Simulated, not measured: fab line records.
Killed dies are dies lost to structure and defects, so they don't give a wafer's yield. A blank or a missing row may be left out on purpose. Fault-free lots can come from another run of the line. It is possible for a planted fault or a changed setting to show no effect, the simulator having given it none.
Problem report in the 8D (eight disciplines) form, filled by code ; flow n5-finfet ; the parts of the form that need people (team, actions taken, sign-off) are left out

1. THE ISSUE
At N5_BEOL_M3_CD_MEAS_11, cd-nm averages 18.73 nm over 6 wafers from 2 lots, while fault-free wafers read 17.14 nm, standard deviation 0.21. Relative to the usual mean, that is a shift of +7.6 standard deviations.
The step: target cd 17.05 nm.
First seen on wafer L232.1, day 12 04:42, on cd-sem-01. The record has a number at this step for 27 wafers belonging to 9 lots. The rule behind "out" and "out of limits": a value lying over 4 standard deviations away from the usual mean. All remaining wafers that have a number are taken as sound.

2. WHAT IT IS AND WHAT IT IS NOT
question;is;is not
which readings at this step;cd-nm;-
which lots;L232, L237;L215, L222, L223, L225, L228, L229, L236
which wafers of those lots;all that have a number;-
read on which gauges;cd-sem-01, cd-sem-03;cd-sem-02
when;from day 12 04:42;"up to then (18 sound wafers); but 3 sound wafers of L236 came after"

3. WHAT RULES OUT EACH SUSPECT
Counting: a tool at a process step up to the reading stays a suspect if it ran every lot that is out and no sound lot after the first of them.
- the gauge at N5_BEOL_M3_CD_MEAS_11 is ruled out. 2 gauges (cd-sem-01, cd-sem-03) read the wafers that are out.
- cmp-02 at N5_BEOL_M2_CMP_52 (polishes, stops on SiOC, t overpolish 6.8 s, target thk 40 nm): ruled out as a lasting fault. Following L232 (day 12 01:56), the first lot on it that is out, the sound lots L236 were run on it.
- euv-scanner-01 at N5_BEOL_M3_EXPOSE_08 (exposes mask M3): kept. It processed each lot that is out, first L232 at day 12 04:34, and no sound lot thereafter; up to then, the last sound lot it processed was L228 at day 11 07:23. Out on those wafers are its own readings of exposure-dose-mJ-cm2.
The count leaves euv-scanner-01 at N5_BEOL_M3_EXPOSE_08.

4. THE CAUSE (what the simulator had put in)
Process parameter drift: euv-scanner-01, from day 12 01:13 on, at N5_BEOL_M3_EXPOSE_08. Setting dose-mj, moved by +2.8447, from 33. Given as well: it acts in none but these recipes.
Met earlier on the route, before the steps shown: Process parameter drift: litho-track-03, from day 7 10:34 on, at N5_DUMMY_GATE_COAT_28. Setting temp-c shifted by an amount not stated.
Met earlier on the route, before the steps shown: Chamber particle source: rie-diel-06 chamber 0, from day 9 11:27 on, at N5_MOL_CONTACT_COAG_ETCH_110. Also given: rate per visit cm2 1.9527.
Only this tool survived the counting.

5. THE CHAIN OF EFFECTS, in route order
Each row: a reading where the mean over the struck wafers with a number is more than 3 standard deviations away from the usual. Only readings whose record carries a usual standard deviation are examined. hours: median over the lots of the time between each lot's start at the first step of this table that gives one and its start at this step. sigmas: the change, counted in usual standard deviations.
hours;step;reading;usual;on struck wafers;change;sigmas
0;N5_BEOL_M3_EXPOSE_08;exposure-dose-mJ-cm2;32.94;35.49;+2.55;+77
0;N5_BEOL_M3_CD_MEAS_11;cd-nm;17.14 nm;18.73;+1.59;+7.6
1;N5_BEOL_M3_CD_MEAS_18;cd-nm;18.1 nm;19.7;+1.6;+4.5
137;N5_PASSIVATION_PROBE_49;defect-limited-yield;91.1 %;0.2;-90.9;-61
137;N5_PASSIVATION_PROBE_49;killed_at_M0_to_M3;33;1100;+1067;+99 or more
137;N5_PASSIVATION_PROBE_49;killed-dies;105;1178;+1073;+63
137;N5_PASSIVATION_PROBE_49;killed-on-rim;14;152;+138;+33
137;N5_PASSIVATION_PROBE_49;sort_bin_5_function;5.2 %;43.9;+38.7;+43
137;N5_PASSIVATION_PROBE_49;sort-n-pass;1075;2;-1073;-63
137;N5_PASSIVATION_PROBE_49;sort-yield-pct;91.1 %;0.2;-90.9;-61
Its process steps:
- N5_BEOL_M3_EXPOSE_08: exposes mask M3.
- N5_PASSIVATION_PROBE_49

6. HOW IT WOULD HAVE BEEN CAUGHT EARLIER
In this record the first reading out of limits at a measuring or inspecting step was taken at day 12 04:42, 3 hours after the fault began at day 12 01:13.
The tool's own readings at N5_BEOL_M3_EXPOSE_08 were out on every struck wafer that the step has a row for (exposure-dose-mJ-cm2): an alarm limit on them would have fired on the first of those.
L237, from the lots that are out (2), started N5_BEOL_M3_EXPOSE_08 on euv-scanner-01 later than day 12 04:42. Holding the tool at that time would have saved it.
